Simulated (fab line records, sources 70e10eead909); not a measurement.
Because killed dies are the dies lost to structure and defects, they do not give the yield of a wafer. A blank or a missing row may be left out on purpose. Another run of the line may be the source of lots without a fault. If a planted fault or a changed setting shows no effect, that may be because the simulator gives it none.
Chamber matching | flow nand_harc | rie_diel-12 running NHARC_P_BONDPAD_STRIP_15: 4 sister chambers
The step strips in O2. 16 wafers are shown with their chamber, then 8 later ones without.

== WAFERS PAIRED WITH THEIR CHAMBERS ==
wafer  | chamber | showerhead_plenum_p_Torr (Torr) | throttle_valve_pct (%) | rf_vpp_V (V)
L484.1 | 0       | 3.64                            | 17.026                 | 57.2
L484.2 | 1       | 3.69                            | 17.033                 | 59.6
L484.6 | 0       | 3.64                            | 17.028                 | 57.9
L488.2 | 2       | 3.41                            | 17.029                 | 57.7
L488.3 | 3       | 3.52                            | 17.032                 | 57.6
L488.6 | 1       | 3.69                            | 17.040                 | 57.7
L487.1 | 2       | 3.41                            | 17.036                 | 58.5
L487.3 | 3       | 3.52                            | 17.037                 | 57.9
L487.6 | 1       | 3.69                            | 17.017                 | 57.7
L486.2 | 2       | 3.41                            | 17.040                 | 57.6
L486.3 | 3       | 3.52                            | 17.038                 | 59.0
L486.4 | 1       | 3.69                            | 17.036                 | 57.3
L497.1 | 2       | 3.40                            | 17.038                 | 56.6
L497.4 | 2       | 3.40                            | 17.030                 | 57.5
L497.5 | 0       | 3.63                            | 17.028                 | 56.9
L502.2 | 1       | 3.69                            | 17.041                 | 58.3

SIGNATURES (means of the wafers above)
reading                  | chamber 0 | chamber 1 | chamber 2 | chamber 3 | scatter within a chamber
showerhead_plenum_p_Torr | 3.6367    | 3.6900    | 3.4060    | 3.5200    | 0.00394
throttle_valve_pct       | 17.02733  | 17.03340  | 17.03460  | 17.03567  | 0.00643
rf_vpp_V                 | 57.333    | 58.120    | 57.580    | 58.167    | 0.747
Rule: a wafer's distance from a chamber is the root of the sum, over the readings, of the square of ((its reading less the chamber's mean) divided by the reading's scatter). If the next closest chamber is less than 2 further off than the closest, the wafer can't be placed; otherwise it belongs to the closest. How the scatter is found: for the shown wafers, subtract from each reading the mean of its chamber, square and add these, divide the total by (wafers less chambers), then take the root.

== WAFERS WITH NO CHAMBER GIVEN ==
wafer  | showerhead_plenum_p_Torr (Torr) | throttle_valve_pct (%) | rf_vpp_V (V)
L502.3 | 3.63                            | 17.054                 | 58.7
L502.4 | 3.63                            | 17.024                 | 57.3
L504.2 | 3.63                            | 17.039                 | 58.9
L504.5 | 3.40                            | 17.037                 | 58.6
L504.6 | 3.69                            | 17.036                 | 58.9
L505.1 | 3.52                            | 17.025                 | 56.5
L505.3 | 3.69                            | 17.050                 | 60.4
L505.5 | 3.69                            | 17.035                 | 57.5

== THE CHAMBER EACH PASSED THROUGH ==
wafer  | from the rows above | in truth
L502.3 | 0                   | 0
L502.4 | 0                   | 0
L504.2 | 0                   | 0
L504.5 | 2                   | 2
L504.6 | 1                   | 1
L505.1 | 3                   | 3
L505.3 | 1                   | 1
L505.5 | 1                   | 1
Correct placement for 8 of the 8. Number that these rows cannot place: 0. Placed wrongly: 0.
